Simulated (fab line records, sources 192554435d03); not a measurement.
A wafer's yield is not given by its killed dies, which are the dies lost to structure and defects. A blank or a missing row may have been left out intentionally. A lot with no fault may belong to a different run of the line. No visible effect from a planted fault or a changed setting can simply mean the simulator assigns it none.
The tool behind it: which one? / flow n5_finfet / 26 wafers from 9 lots sampled at 6 of the route's 1938 steps

## WHAT EACH GAUGE READ, for each wafer
N5_BEOL_M2_THK_MEAS_01. Usual: for M2_ILD_THK the level is 78.7 nm and the standard deviation is 1.
lot=L470; measured=day 7 01:07; on=film_metro-01; M2_ILD_THK (nm)=78.2 78.3 78.6; flag=
lot=L469; measured=day 7 01:28; on=film_metro-01; M2_ILD_THK (nm)=76.9 78.2 77.3; flag=
lot=L472; measured=day 7 17:28; on=film_metro-02; M2_ILD_THK (nm)=77.4 79.0 79.1; flag=
lot=L473; measured=day 7 21:01; on=film_metro-02; M2_ILD_THK (nm)=77.3 77.9 79.5; flag=
lot=L480; measured=day 10 00:26; on=film_metro-01; M2_ILD_THK (nm)=79.3 80.4; flag=
lot=L485; measured=day 11 00:37; on=film_metro-01; M2_ILD_THK (nm)=78.6 79.7 80.3; flag=
lot=L486; measured=day 11 08:42; on=film_metro-02; M2_ILD_THK (nm)=78.3 78.9 79.2; flag=
lot=L487; measured=day 11 12:16; on=film_metro-02; M2_ILD_THK (nm)=78.6 78.6 79.2; flag=
lot=L490; measured=day 12 08:47; on=film_metro-01; M2_ILD_THK (nm)=77.9 78.1 77.4; flag=

N5_BEOL_M2_INSPECT_13: inspects for defects (brightfield). Usual: raw_defect_count 403, standard deviation 100.
lot=L470; measured=day 7 01:44; on=defect_inspect-02; raw_defect_count=569 473 494; flag=
lot=L469; measured=day 7 03:56; on=defect_inspect-02; raw_defect_count=468 436 405; flag=
lot=L472; measured=day 7 18:17; on=defect_inspect-01; raw_defect_count=321 346 284; flag=
lot=L473; measured=day 7 23:58; on=defect_inspect-01; raw_defect_count=412 339 471; flag=
lot=L480; measured=day 10 02:17; on=defect_inspect-02; raw_defect_count=406 557; flag=
lot=L485; measured=day 11 02:58; on=defect_inspect-01; raw_defect_count=480 387 545; flag=
lot=L486; measured=day 11 11:28; on=defect_inspect-01; raw_defect_count=329 352 296; flag=
lot=L487; measured=day 11 13:02; on=defect_inspect-01; raw_defect_count=267 328 231; flag=
lot=L490; measured=day 12 10:22; on=defect_inspect-02; raw_defect_count=360 293 335; flag=

N5_BEOL_M2_CD_MEAS_18: pitch 36 nm, target cd 18 nm. Usual: cd_nm 18.00 nm, standard deviation 0.26.
lot=L470; measured=day 7 02:25; on=cd_sem-03; cd_nm (nm)=17.96 17.78 17.69; flag=
lot=L469; measured=day 7 04:58; on=cd_sem-01; cd_nm (nm)=18.06 18.56 18.23; flag=
lot=L472; measured=day 7 18:46; on=cd_sem-01; cd_nm (nm)=18.26 18.10 18.01; flag=
lot=L473; measured=day 8 00:37; on=cd_sem-01; cd_nm (nm)=18.15 17.89 18.11; flag=
lot=L480; measured=day 10 02:46; on=cd_sem-02; cd_nm (nm)=19.06 18.16; flag=
lot=L485; measured=day 11 03:32; on=cd_sem-01; cd_nm (nm)=17.69 17.95 18.32; flag=
lot=L486; measured=day 11 12:31; on=cd_sem-02; cd_nm (nm)=17.73 17.70 18.04; flag=
lot=L487; measured=day 11 14:27; on=cd_sem-02; cd_nm (nm)=17.78 17.87 18.12; flag=
lot=L490; measured=day 12 10:52; on=cd_sem-01; cd_nm (nm)=17.97 17.83 18.26; flag=

N5_BEOL_M4_RC_MEAS_101. Usual: DIBL_N 36.3 mV/V, standard deviation 1; DIBL_P 36.2 mV/V, standard deviation 1.4; IOFF_N 0.157 nA/um, standard deviation 0.021; IOFF_P 0.206 nA/um, standard deviation 0.025; ION_N 673 uA/um, standard deviation 9; ION_P 461 uA/um, standard deviation 6.4; SS_N 71.5 mV/dec, standard deviation 0.5; SS_P 73.2 mV/dec, standard deviation 0.47; VT_N 249.9 mV, standard deviation 2.4; VT_P -250.6 mV, standard deviation 2.9.
lot=L470; measured=day 8 05:05; on=prober-02; DIBL_N (mV/V)=36.7 34.9 36.6; DIBL_P (mV/V)=35.9 34.3 36.5; IOFF_N (nA/um)=0.175 0.153 0.190; IOFF_P (nA/um)=0.204 0.182 0.208; ION_N (uA/um)=683 679 689; ION_P (uA/um)=460 466 462; SS_N (mV/dec)=71.6 71.4 71.7; SS_P (mV/dec)=73.8 73.2 74.1; VT_N (mV)=249.0 250.8 248.7; VT_P (mV)=-251.3 -252.4 -253.0; flag=
lot=L469; measured=day 8 10:10; on=prober-02; DIBL_N (mV/V)=36.3 35.5 37.9; DIBL_P (mV/V)=36.9 36.1 38.2; IOFF_N (nA/um)=0.150 0.134 0.171; IOFF_P (nA/um)=0.209 0.194 0.225; ION_N (uA/um)=659 657 669; ION_P (uA/um)=457 452 461; SS_N (mV/dec)=71.7 71.6 72.7; SS_P (mV/dec)=72.9 73.6 74.3; VT_N (mV)=252.3 255.2 250.0; VT_P (mV)=-251.1 -251.2 -252.0; flag=
lot=L472; measured=day 9 07:38; on=prober-02; DIBL_N (mV/V)=36.7 35.1 35.3; DIBL_P (mV/V)=37.4 36.1 36.2; IOFF_N (nA/um)=0.170 0.145 0.144; IOFF_P (nA/um)=0.224 0.196 0.196; ION_N (uA/um)=669 665 661; ION_P (uA/um)=464 456 458; SS_N (mV/dec)=72.4 71.5 70.9; SS_P (mV/dec)=73.5 73.2 73.4; VT_N (mV)=247.3 251.9 251.8; VT_P (mV)=-249.1 -252.0 -252.4; flag=
lot=L473; measured=day 9 09:32; on=prober-01; DIBL_N (mV/V)=37.5 39.5 38.3; DIBL_P (mV/V)=35.9 38.7 37.6; IOFF_N (nA/um)=0.151 0.202 0.181; IOFF_P (nA/um)=0.199 0.242 0.226; ION_N (uA/um)=668 686 686; ION_P (uA/um)=464 467 469; SS_N (mV/dec)=71.5 72.3 71.5; SS_P (mV/dec)=73.9 73.3 73.5; VT_N (mV)=250.2 246.9 250.7; VT_P (mV)=-249.6 -247.3 -250.6; flag=
lot=L480; measured=day 11 07:20; on=prober-01; DIBL_N (mV/V)=35.0 36.3; DIBL_P (mV/V)=34.8 36.4; IOFF_N (nA/um)=0.146 0.173; IOFF_P (nA/um)=0.197 0.220; ION_N (uA/um)=674 677; ION_P (uA/um)=465 459; SS_N (mV/dec)=71.1 71.4; SS_P (mV/dec)=72.9 72.9; VT_N (mV)=250.0 247.7; VT_P (mV)=-252.0 -250.4; flag=
lot=L485; measured=day 12 07:06; on=prober-01; DIBL_N (mV/V)=37.3 37.6 36.7; DIBL_P (mV/V)=38.0 38.4 36.6; IOFF_N (nA/um)=0.173 0.181 0.157; IOFF_P (nA/um)=0.249 0.255 0.226; ION_N (uA/um)=690 685 674; ION_P (uA/um)=471 480 466; SS_N (mV/dec)=72.1 72.4 72.5; SS_P (mV/dec)=73.8 73.7 72.7; VT_N (mV)=249.4 245.4 247.9; VT_P (mV)=-244.6 -244.6 -248.5; flag=
lot=L486; measured=day 12 17:07; on=prober-02; DIBL_N (mV/V)=37.5 35.4 35.9; DIBL_P (mV/V)=35.7 34.3 34.6; IOFF_N (nA/um)=0.148 0.120 0.132; IOFF_P (nA/um)=0.179 0.157 0.162; ION_N (uA/um)=665 667 660; ION_P (uA/um)=448 455 455; SS_N (mV/dec)=71.8 70.2 72.1; SS_P (mV/dec)=73.4 72.9 72.3; VT_N (mV)=251.7 252.6 252.5; VT_P (mV)=-255.2 -255.0 -255.7; flag=
lot=L487; measured=day 12 23:17; on=prober-01; DIBL_N (mV/V)=35.8 34.6 35.3; DIBL_P (mV/V)=36.5 35.0 35.7; IOFF_N (nA/um)=0.162 0.136 0.152; IOFF_P (nA/um)=0.227 0.198 0.210; ION_N (uA/um)=680 670 677; ION_P (uA/um)=469 467 468; SS_N (mV/dec)=71.4 71.5 71.4; SS_P (mV/dec)=74.0 72.7 73.7; VT_N (mV)=245.4 251.9 251.6; VT_P (mV)=-247.4 -251.0 -245.4; flag=
lot=L490; measured=day 13 18:34; on=prober-02; DIBL_N (mV/V)=36.6 37.6 36.7; DIBL_P (mV/V)=39.0 40.5 38.5; IOFF_N (nA/um)=0.183 0.208 0.187; IOFF_P (nA/um)=0.210 0.230 0.207; ION_N (uA/um)=688 697 686; ION_P (uA/um)=469 462 462; SS_N (mV/dec)=71.7 71.7 72.0; SS_P (mV/dec)=73.4 73.7 73.4; VT_N (mV)=246.7 247.3 246.2; VT_P (mV)=-247.7 -248.8 -249.5; flag=

## WHICH TOOL RAN EACH LOT (tool, then ch and the chambers of the sampled wafers, then the start)
lot=L470; N5_BEOL_M2_ETCH_64=rie_diel-02 ch 1,3, day 7 02:03; N5_BEOL_M2_STRIP_19=rie_diel-04 ch 1,2,3, day 7 02:20
lot=L469; N5_BEOL_M2_ETCH_64=rie_diel-04 ch 1,2,3, day 7 04:37; N5_BEOL_M2_STRIP_19=rie_diel-04 ch 1,2,3, day 7 04:53
lot=L472; N5_BEOL_M2_ETCH_64=rie_diel-06 ch 1,2, day 7 18:24; N5_BEOL_M2_STRIP_19=rie_diel-02 ch 0,1,2, day 7 18:41
lot=L473; N5_BEOL_M2_ETCH_64=rie_diel-06 ch 1,2,3, day 8 00:13; N5_BEOL_M2_STRIP_19=rie_diel-02 ch 0,1,3, day 8 00:32
lot=L480; N5_BEOL_M2_ETCH_64=rie_diel-06 ch 1,2, day 10 02:23; N5_BEOL_M2_STRIP_19=rie_diel-02 ch 3, day 10 02:41
lot=L485; N5_BEOL_M2_ETCH_64=rie_diel-04 ch 0,2,3, day 11 03:07; N5_BEOL_M2_STRIP_19=rie_diel-02 ch 0,1,3, day 11 03:28
lot=L486; N5_BEOL_M2_ETCH_64=rie_diel-02 ch 0,1,3, day 11 12:02; N5_BEOL_M2_STRIP_19=rie_diel-02 ch 0,1, day 11 12:26
lot=L487; N5_BEOL_M2_ETCH_64=rie_diel-02 ch 1,2, day 11 13:55; N5_BEOL_M2_STRIP_19=rie_diel-06 ch 0,2,3, day 11 14:23
lot=L490; N5_BEOL_M2_ETCH_64=rie_diel-04 ch 1,2, day 12 10:30; N5_BEOL_M2_STRIP_19=rie_diel-02 ch 1,2, day 12 10:47
- N5_BEOL_M2_ETCH_64: etches SOC in N2/H2, target depth 75 nm, overetch 22.5 nm, time 121.9 s.
- N5_BEOL_M2_STRIP_19: strips in O2.

## WHAT THE TOOLS THEMSELVES READ (means of the sampled wafers that have a number; where no wafer has one, the mark that the record gives instead)
N5_BEOL_M2_ETCH_64. Usual: drypump_motor_current_A 5.9 A, standard deviation 0.5; oes_product_au 0.60 a.u., standard deviation 0.056; rf_vpp_V 523.9 V, standard deviation 2.4; showerhead_plenum_p_Torr 2.54 Torr, standard deviation 0.087; throttle_valve_pct 17.84 %, standard deviation 0.24.
lot=L470; tool=rie_diel-02; drypump_motor_current_A (A)=5.2; oes_product_au (a.u.)=0.53; rf_vpp_V (V)=524.4; showerhead_plenum_p_Torr (Torr)=2.56; throttle_valve_pct (%)=18.31; flag=
lot=L469; tool=rie_diel-04; drypump_motor_current_A (A)=5.9; oes_product_au (a.u.)=0.60; rf_vpp_V (V)=524.0; showerhead_plenum_p_Torr (Torr)=2.56; throttle_valve_pct (%)=17.86; flag=
lot=L472; tool=rie_diel-06; drypump_motor_current_A (A)=5.9; oes_product_au (a.u.)=0.57; rf_vpp_V (V)=523.3; showerhead_plenum_p_Torr (Torr)=2.51; throttle_valve_pct (%)=17.81; flag=
lot=L473; tool=rie_diel-06; drypump_motor_current_A (A)=5.5; oes_product_au (a.u.)=0.58; rf_vpp_V (V)=524.6; showerhead_plenum_p_Torr (Torr)=2.56; throttle_valve_pct (%)=17.95; flag=
lot=L480; tool=rie_diel-06; drypump_motor_current_A (A)=5.8; oes_product_au (a.u.)=0.53; rf_vpp_V (V)=523.7; showerhead_plenum_p_Torr (Torr)=2.54; throttle_valve_pct (%)=17.94; flag=
lot=L485; tool=rie_diel-04; drypump_motor_current_A (A)=6.1; oes_product_au (a.u.)=0.64; rf_vpp_V (V)=524.3; showerhead_plenum_p_Torr (Torr)=2.54; throttle_valve_pct (%)=17.71; flag=
lot=L486; tool=rie_diel-02; drypump_motor_current_A (A)=5.3; oes_product_au (a.u.)=0.56; rf_vpp_V (V)=523.4; showerhead_plenum_p_Torr (Torr)=2.54; throttle_valve_pct (%)=18.06; flag=
lot=L487; tool=rie_diel-02; drypump_motor_current_A (A)=6.2; oes_product_au (a.u.)=0.58; rf_vpp_V (V)=524.1; showerhead_plenum_p_Torr (Torr)=2.58; throttle_valve_pct (%)=18.06; flag=
lot=L490; tool=rie_diel-04; drypump_motor_current_A (A)=5.9; oes_product_au (a.u.)=0.64; rf_vpp_V (V)=521.7; showerhead_plenum_p_Torr (Torr)=2.48; throttle_valve_pct (%)=17.80; flag=

N5_BEOL_M2_STRIP_19. Usual: drypump_motor_current_A 5.7 A, standard deviation 0.57; oes_product_au 0.78 a.u., standard deviation 0.079; rf_vpp_V 3.6 V, standard deviation 0.48; showerhead_plenum_p_Torr 2.09 Torr, standard deviation 0.061; throttle_valve_pct 16.7 %, standard deviation 0.3.
lot=L470; tool=rie_diel-04; drypump_motor_current_A (A)=5.9; oes_product_au (a.u.)=0.80; rf_vpp_V (V)=3.6; showerhead_plenum_p_Torr (Torr)=2.11; throttle_valve_pct (%)=16.7; flag=
lot=L469; tool=rie_diel-04; drypump_motor_current_A (A)=5.9; oes_product_au (a.u.)=0.79; rf_vpp_V (V)=3.8; showerhead_plenum_p_Torr (Torr)=2.11; throttle_valve_pct (%)=16.7; flag=
lot=L472; tool=rie_diel-02; drypump_motor_current_A (A)=5.8; oes_product_au (a.u.)=0.82; rf_vpp_V (V)=3.5; showerhead_plenum_p_Torr (Torr)=2.11; throttle_valve_pct (%)=16.6; flag=
lot=L473; tool=rie_diel-02; drypump_motor_current_A (A)=5.3; oes_product_au (a.u.)=0.75; rf_vpp_V (V)=4.1; showerhead_plenum_p_Torr (Torr)=2.10; throttle_valve_pct (%)=16.8; flag=
lot=L480; tool=rie_diel-02; drypump_motor_current_A (A)=5.1; oes_product_au (a.u.)=0.66; rf_vpp_V (V)=3.6; showerhead_plenum_p_Torr (Torr)=2.06; throttle_valve_pct (%)=17.2; flag=
lot=L485; tool=rie_diel-02; drypump_motor_current_A (A)=5.3; oes_product_au (a.u.)=0.73; rf_vpp_V (V)=3.3; showerhead_plenum_p_Torr (Torr)=2.09; throttle_valve_pct (%)=16.8; flag=
lot=L486; tool=rie_diel-02; drypump_motor_current_A (A)=5.3; oes_product_au (a.u.)=0.80; rf_vpp_V (V)=3.2; showerhead_plenum_p_Torr (Torr)=2.09; throttle_valve_pct (%)=16.5; flag=
lot=L487; tool=rie_diel-06; drypump_motor_current_A (A)=5.9; oes_product_au (a.u.)=0.75; rf_vpp_V (V)=3.5; showerhead_plenum_p_Torr (Torr)=2.03; throttle_valve_pct (%)=16.6; flag=
lot=L490; tool=rie_diel-02; drypump_motor_current_A (A)=5.8; oes_product_au (a.u.)=0.72; rf_vpp_V (V)=3.5; showerhead_plenum_p_Torr (Torr)=2.13; throttle_valve_pct (%)=16.9; flag=

## THE ANSWER, worked out from the rows above alone
Rule: lot off if the mean of its wafers having a number is beyond 3 standard deviations from the usual mean. A lot without any number at a reading at which 4 lots or more have one is off too. Any other lot the step has rows for is counted as sound. First the gauges in route order, then the tools' own readings, where a lot's mean is used as printed above. The first step at which some lot is off is used, and at that step the reading that is off furthest; a lot without a number counts as furthest.
Across all readings shown, no lot is off: no conclusion can be drawn from this.

## WHAT THE SIMULATOR HAD PUT IN
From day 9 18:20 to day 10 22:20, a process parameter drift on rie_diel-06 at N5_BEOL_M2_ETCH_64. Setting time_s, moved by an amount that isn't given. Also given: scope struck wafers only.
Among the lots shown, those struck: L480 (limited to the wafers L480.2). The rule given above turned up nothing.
